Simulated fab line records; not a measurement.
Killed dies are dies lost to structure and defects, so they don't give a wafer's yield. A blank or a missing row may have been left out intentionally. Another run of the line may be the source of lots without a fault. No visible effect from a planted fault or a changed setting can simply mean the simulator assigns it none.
The tool behind it: which one? / flow nand-harc / 6 lots with 18 wafers sampled at 4 steps, on a route of 1159 steps

== WHAT EACH GAUGE READ, for each wafer ==
NHARC_A_ONON_D1_THK_MEAS_02: measures by ellipsometry.
lot=L124; measured=day 8 04:46; on=film-metro-02; thk-nm (nm)=989 992 990
lot=L130; measured=day 9 05:07; on=film-metro-01; thk-nm (nm)=1644 1644 984
lot=L138; measured=day 11 13:52; on=film-metro-01; thk-nm (nm)=998 1000 1001
lot=L139; measured=day 11 22:11; on=film-metro-01; thk-nm (nm)=991 990 991
lot=L142; measured=day 12 08:02; on=film-metro-01; thk-nm (nm)=984 986 986
lot=L144; measured=day 13 00:52; on=film-metro-02; thk-nm (nm)=1000 1000 1001

== WHAT TOOL EACH LOT RAN ON (gives the tool, then ch and the chambers of the sampled wafers, and finally the start) ==
lot=L124; NHARC_A_ZERO_WELL_ETCH_19=rie-diel-12 ch 0,1,3, day 7 06:42; NHARC_A_ZERO_WELL_RTA_16=rtp-anneal-01 ch 0, day 7 07:46; NHARC_A_ONON_D1_DEP_00=pecvd-onon-02 ch 0, day 8 04:19
lot=L130; NHARC_A_ZERO_WELL_ETCH_19=rie-diel-09 ch 0,1, day 8 08:53; NHARC_A_ZERO_WELL_RTA_16=rtp-anneal-01 ch 0, day 8 09:56; NHARC_A_ONON_D1_DEP_00=pecvd-onon-03 ch 0, day 9 04:40
lot=L138; NHARC_A_ZERO_WELL_ETCH_19=rie-diel-04 ch 0,3, day 10 15:18; NHARC_A_ZERO_WELL_RTA_16=rtp-anneal-01 ch 0, day 10 16:25; NHARC_A_ONON_D1_DEP_00=pecvd-onon-01 ch 0, day 11 13:25
lot=L139; NHARC_A_ZERO_WELL_ETCH_19=rie-diel-04 ch 2,3, day 10 23:05; NHARC_A_ZERO_WELL_RTA_16=rtp-anneal-02 ch 0, day 11 00:08; NHARC_A_ONON_D1_DEP_00=pecvd-onon-01 ch 0, day 11 21:44
lot=L142; NHARC_A_ZERO_WELL_ETCH_19=rie-diel-04 ch 0,3, day 11 08:42; NHARC_A_ZERO_WELL_RTA_16=rtp-anneal-02 ch 0, day 11 09:49; NHARC_A_ONON_D1_DEP_00=pecvd-onon-03 ch 0, day 12 07:38
lot=L144; NHARC_A_ZERO_WELL_ETCH_19=rie-diel-09 ch 1,2, day 12 05:27; NHARC_A_ZERO_WELL_RTA_16=rtp-anneal-02 ch 0, day 12 06:32; NHARC_A_ONON_D1_DEP_00=pecvd-onon-03 ch 0, day 13 00:28
- NHARC_A_ZERO_WELL_ETCH_19: etches the open film in N2/H2, target depth 80 nm, overetch 24 nm, time 87.88 s.
- NHARC_A_ZERO_WELL_RTA_16: time 10 s.
- NHARC_A_ONON_D1_DEP_00: target thk 1000 nm.

== THE ANSWER, worked out from the rows above alone ==
Rule: the usual values come from the lots themselves. The widest of any qualifying gaps counts: lots, ordered by their means at a reading, are off when they make up no more than a third of the lots, leave a main group of 4 or more, and stand apart from it by 3 or more times the standard deviation of that group's means. The tables above print the reading to a certain number of digits; a main group whose means all agree to those digits is not used. Also off: a lot with no number at a reading for which 4 or more lots have one. Where the step has rows for the other lots, those lots are counted as sound.
Off, at NHARC_A_ONON_D1_THK_MEAS_02 on thk-nm: L130. Main group: mean 993 nm, sd 5.8.
If a tool, at a process step before that reading, ran all the lots that are off and no sound lot after the first of them, it fits. Gauges at NHARC_A_ONON_D1_THK_MEAS_02: tried the same way as those tools. None of those tried fits.

== WHAT THE SIMULATOR PUT IN ==
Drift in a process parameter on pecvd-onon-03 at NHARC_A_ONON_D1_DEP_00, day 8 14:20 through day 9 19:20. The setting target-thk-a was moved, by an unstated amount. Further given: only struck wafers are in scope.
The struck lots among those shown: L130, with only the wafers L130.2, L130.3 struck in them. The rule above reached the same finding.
